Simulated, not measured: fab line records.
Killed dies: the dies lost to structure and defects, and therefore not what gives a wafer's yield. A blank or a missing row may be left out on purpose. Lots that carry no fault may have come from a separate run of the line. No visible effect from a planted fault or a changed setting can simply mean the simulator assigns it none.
Matching of chambers    flow nand-harc    rie-diel-02 running NHARC_A_STAIRCASE_DESCUM_219: 4 sister chambers
The step chemistry O2, time 3 s. 16 wafers are shown with their chamber, then 8 later ones without.

== WAFERS PAIRED WITH THEIR CHAMBERS ==
wafer   chamber  showerhead-plenum-p-Torr (Torr)  oes-product-au (a.u.)  rf-vpp-V (V)
L976.2  1        2.04                             1.000                  58.4
L976.4  0        1.80                             0.985                  56.9
L976.6  3        1.90                             1.016                  57.8
L983.2  2        1.97                             0.993                  59.0
L983.4  3        1.90                             1.015                  58.8
L983.6  0        1.79                             0.977                  59.1
L986.1  2        1.97                             1.001                  59.4
L986.2  0        1.79                             0.977                  57.0
L986.6  1        2.03                             1.012                  57.8
L989.1  0        1.79                             0.990                  56.7
L989.3  3        1.89                             1.012                  57.7
L989.5  0        1.79                             0.981                  56.7
L995.3  2        1.96                             0.989                  58.1
L995.5  3        1.88                             1.005                  57.3
L995.6  0        1.78                             0.977                  58.5
L996.1  1        2.02                             0.997                  58.9

SIGNATURES (means of the wafers above)
reading                   chamber 0  chamber 1  chamber 2  chamber 3  scatter within a chamber
showerhead-plenum-p-Torr  1.7900     2.0300     1.9667     1.8925     0.00786
oes-product-au            0.98117    1.00300    0.99433    1.01200    0.00591
rf-vpp-V                  57.483     58.367     58.833     57.900     0.825
Rule: for a wafer and a chamber, the distance is found by dividing, reading by reading, the gap between the wafer's reading and the chamber's mean by the reading's scatter, squaring, summing and taking the root. The wafer belongs to the nearest chamber; if the next one is less than 2 further off, it can't be placed. The scatter is the square root of a quotient: the sum, over the shown wafers, of each reading's squared deviation from its chamber's mean, divided by wafers minus chambers.

== WAFERS WHOSE CHAMBER IS MISSING ==
wafer   showerhead-plenum-p-Torr (Torr)  oes-product-au (a.u.)  rf-vpp-V (V)
L996.2  1.88                             0.994                  57.4
L996.6  1.78                             0.986                  57.2
L998.3  1.78                             1.009                  56.5
L998.4  1.96                             0.990                  58.0
L998.6  1.88                             0.996                  56.9
L997.2  1.78                             0.997                  55.7
L997.5  1.96                             0.986                  57.8
L997.6  1.88                             0.986                  56.1

== CHAMBER TAKEN BY EACH ==
wafer   from the rows above  in truth
L996.2  3                    3
L996.6  0                    0
L998.3  0                    0
L998.4  2                    2
L998.6  3                    3
L997.2  0                    0
L997.5  2                    2
L997.6  3                    3
Correctly placed: 8 of 8. Left unplaced by these rows: 0. Number placed wrongly: 0.
